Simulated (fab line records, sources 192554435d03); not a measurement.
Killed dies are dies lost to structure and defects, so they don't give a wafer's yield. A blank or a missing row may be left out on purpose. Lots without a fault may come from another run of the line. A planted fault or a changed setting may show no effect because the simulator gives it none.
One fault seen from 3 desks | flow n5_finfet | each desk has only its own numbers; what lay behind them comes last

THE TOOL OWNER'S DESK: implanter-01
The tool's own readings at N5_WELL_APT_IMPLANT_32: means of the sampled wafers that have a number, for each lot that ran on this tool. A lot is out of limits, marked OUT, if its mean lies more than 4 standard deviations from the usual mean; the brackets give that distance.
Columns: A = dose_ions_cm2 at N5_WELL_APT_IMPLANT_32, usual 1.9999e+13; B = faraday_current_uA at N5_WELL_APT_IMPLANT_32, usual 253
lot  | first seen here | A                            | B
L877 | day 2 09:19     | 1.9995e+13                   | 255
L878 | day 2 15:13     | 2.0008e+13                   | 250
L882 | day 3 15:20     | 2.7442e+13 (+99 or more) OUT | 347 (+17) OUT
L883 | day 3 22:38     | 2.7424e+13 (+99 or more) OUT | 353 (+18) OUT
L884 | day 4 03:18     | 2.7417e+13 (+99 or more) OUT | 352 (+18) OUT
L896 | day 7 03:28     | 1.9981e+13                   | 252
L897 | day 7 09:45     | 1.9998e+13                   | 251
This desk's finding: out of limits on L882, L883, L884; first on L882, day 3 15:20 (dose_ions_cm2 at N5_WELL_APT_IMPLANT_32). In limits: L877, L878, L896, L897.

THE DEFECT DESK
What the inspections along the route counted, lot by lot: means of the sampled wafers that have a number. A lot is out of limits, marked OUT, if its mean lies more than 4 standard deviations from the usual mean; the brackets give that distance.
Columns: A = raw_defect_count at N5_START_INSPECT_01, usual 6
lot  | first seen here | A
L874 | day 1 12:02     | 8
L877 | day 2 06:02     | 5
L878 | day 2 12:02     | 7
L882 | day 3 12:02     | 7
L883 | day 3 18:02     | 4
L884 | day 4 00:02     | 6
L886 | day 4 12:02     | 7
L896 | day 7 00:02     | 6
L897 | day 7 06:02     | 9
This desk's finding: nothing out of limits on any of the 9 lots.

THE METROLOGY DESK
What the gauges read, lot by lot, whatever tool the lot ran on: means of the sampled wafers that have a number. A lot is out of limits, marked OUT, if its mean lies more than 4 standard deviations from the usual mean; the brackets give that distance. Of its 12 readings 7 are shown: the one that was out of limits first, and those that lie furthest out on some lot.
Columns: A = CJ_N at N5_BEOL_M4_RC_MEAS_101, usual 4.31; B = DIBL_N at N5_BEOL_M4_RC_MEAS_101, usual 36.5 mV/V; C = DIBL_P at N5_BEOL_M4_RC_MEAS_101, usual 36.5 mV/V; D = ION_P at N5_BEOL_M4_RC_MEAS_101, usual 466 uA/um; E = RS_PWELL at N5_BEOL_M4_RC_MEAS_101, usual 3004 ohm/sq; F = SS_N at N5_BEOL_M4_RC_MEAS_101, usual 71.6 mV/dec; G = SS_P at N5_BEOL_M4_RC_MEAS_101, usual 73.3 mV/dec
lot  | first seen here | A               | B    | C    | D   | E    | F    | G
L874 | day 8 15:49     | 4.36            | 37.4 | 35.2 | 462 | 2992 | 71.7 | 73.3
L877 | day 10 19:10    | 4.23            | 35.6 | 33.6 | 464 | 2998 | 71.8 | 72.4
L878 | day 11 01:40    | 4.37            | 36.8 | 39.3 | 469 | 3020 | 71.4 | 74.0
L882 | day 11 17:20    | 5.11 (+10) OUT  | 35.5 | 35.9 | 462 | 2974 | 71.3 | 73.1
L883 | day 12 01:18    | 4.96 (+8.2) OUT | 37.7 | 36.9 | 464 | 2925 | 71.5 | 72.9
L884 | day 12 02:00    | 5.01 (+8.9) OUT | 36.5 | 37.4 | 462 | 2918 | 71.7 | 73.6
L886 | day 13 02:02    | 4.44            | 37.5 | 37.0 | 463 | 3027 | 72.3 | 73.2
L896 | day 15 21:52    | 4.18            | 35.2 | 34.6 | 476 | 2996 | 71.4 | 72.8
L897 | day 16 07:52    | 4.22            | 38.3 | 38.0 | 467 | 2990 | 72.2 | 74.3
This desk's finding: out of limits on L882, L883, L884; first on L882, day 11 17:20 (CJ_N at N5_BEOL_M4_RC_MEAS_101). In limits: L874, L877, L878, L886, L896, L897.

PUT TOGETHER
The tool owner's desk could have raised an alarm at day 3 15:20, on L882, L883, L884.
The metrology desk could have raised an alarm at day 11 17:20, on L882, L883, L884.
The defect desk saw nothing out of limits.
The defect desk has L882, L883, L884 on record, within its limits.
Of the lots named, all ran N5_WELL_APT_IMPLANT_32 on implanter-01.

WHAT THE SIMULATOR HAD PUT IN
Process parameter drift: implanter-01, from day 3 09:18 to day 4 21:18, at N5_WELL_APT_IMPLANT_32. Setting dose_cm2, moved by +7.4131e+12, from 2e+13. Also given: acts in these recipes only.
Lots struck among those shown: L882, L883, L884.
Hours from the fault's start to each desk's first reading out of limits: the tool owner's desk, 6; the metrology desk, 200.
